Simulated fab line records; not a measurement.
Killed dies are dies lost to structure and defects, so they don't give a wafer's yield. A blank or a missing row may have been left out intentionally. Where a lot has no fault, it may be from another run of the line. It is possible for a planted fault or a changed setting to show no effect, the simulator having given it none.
Which of the tools did it?    flow n5 finfet    36 wafers from 12 lots sampled at 2 of the route's 1938 steps

WHAT THE GAUGES SHOWED, per wafer
N5_BEOL_M1_THK_MEAS_53: measures by xrf.
lot   measured      on             M1_THK (nm)
L075  day 6 23:36   film metro-01  39.0 37.1 40.9
L077  day 7 17:26   film metro-01  38.2 37.1 35.9
L079  day 7 21:27   film metro-01  36.2 35.2 38.5
L081  day 8 09:26   film metro-02  36.7 40.0 41.3
L083  day 8 23:47   film metro-01  38.3 37.9 39.1
L085  day 9 03:40   film metro-02  38.5 39.1 39.7
L087  day 10 02:22  film metro-01  40.6 38.2 41.2
L088  day 10 16:33  film metro-02  38.4 37.6 39.4
L090  day 11 01:17  film metro-02  40.8 41.7 42.2
L093  day 11 12:19  film metro-01  38.7 41.9 40.8
L095  day 11 23:59  film metro-01  39.9 36.6 41.1
L097  day 12 12:44  film metro-01  37.7 38.9 34.3

WHICH TOOL RAN EACH LOT (tool, then ch and the chambers of the sampled wafers, then the start)
lot   N5_BEOL_M1_SPUTTER_94
L075  pvd sputter-03, day 6 18:56
L077  pvd sputter-01, day 7 13:03
L079  pvd sputter-01, day 7 16:17
L081  pvd sputter-01, day 8 01:49
L083  pvd sputter-03, day 8 22:46
L085  pvd sputter-03, day 9 02:39
L087  pvd sputter-02, day 10 01:17
L088  pvd sputter-01, day 10 15:32
L090  pvd sputter-01, day 11 00:16
L093  pvd sputter-02, day 11 11:18
L095  pvd sputter-03, day 11 22:52
L097  pvd sputter-02, day 12 10:39
- N5_BEOL_M1_SPUTTER_94: material Cu, target thk 4.5 nm, time 8.29 s.

THE ANSWER, worked out from the rows above alone
Rule: what is usual is taken from the lots themselves. The widest of any qualifying gaps counts: lots, ordered by their means at a reading, are off when they make up no more than a third of the lots, leave a main group of 4 or more, and stand apart from it by 3 or more times the standard deviation of that group's means. If all means in a main group match to the digits the tables above print for the reading, that group is not used. A lot without any number at a reading at which 4 lots or more have one is off too. Any other lot the step has rows for is counted as sound.
No lot is off at any reading shown: from this, nothing can be told.

WHAT HAD BEEN PUT IN BY THE SIMULATOR
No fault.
